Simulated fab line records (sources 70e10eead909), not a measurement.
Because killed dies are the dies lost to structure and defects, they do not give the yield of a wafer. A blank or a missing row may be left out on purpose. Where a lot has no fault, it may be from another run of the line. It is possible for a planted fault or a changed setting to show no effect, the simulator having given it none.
Matching of chambers ; flow nandHarc ; NHARC_A_STAIRCASE_TRIM_12 on rieDiel-05 has 4 sister chambers
The step chemistry O2, time 211.2 s. 4 wafers are shown with their chamber, then 8 later ones without.

EACH WAFER AND ITS CHAMBER
wafer;chamber;showerheadPlenumPTorr (Torr)
L078.2;3;3.37
L080.1;2;3.57
L080.4;0;3.38
L081.3;1;3.62

WAFERS MISSING THEIR CHAMBER
wafer;showerheadPlenumPTorr (Torr)
L081.4;3.57
L081.6;3.36
L085.4;3.36
L085.5;3.61
L085.6;3.57
L086.2;3.56
L086.3;3.61
L086.5;3.61

WHICH CHAMBER EACH ONE RAN IN
wafer;from the rows above;in truth
L081.4;2;2
L081.6;can't be placed: 3 or 0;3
L085.4;can't be placed: 3 or 0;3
L085.5;1;1
L085.6;2;2
L086.2;2;2
L086.3;1;1
L086.5;1;1
Placed correctly: 6 of 8. Can't be placed from these rows: 2 (the true chamber is among the candidates in 2). Placed wrongly: 0.
How it was worked out, from the rows above alone: a wafer's distance from a chamber is the root of the sum, over the readings, of the square of ((its reading less the chamber's mean) divided by the reading's scatter). If the next closest chamber is less than 2 further off than the closest, the wafer can't be placed; otherwise it belongs to the closest. The mean given for a chamber averages the wafers shown for that chamber. The scatter: root of mean squared gap, hidden wafer to nearest shown wafer, with one shown wafer a chamber.
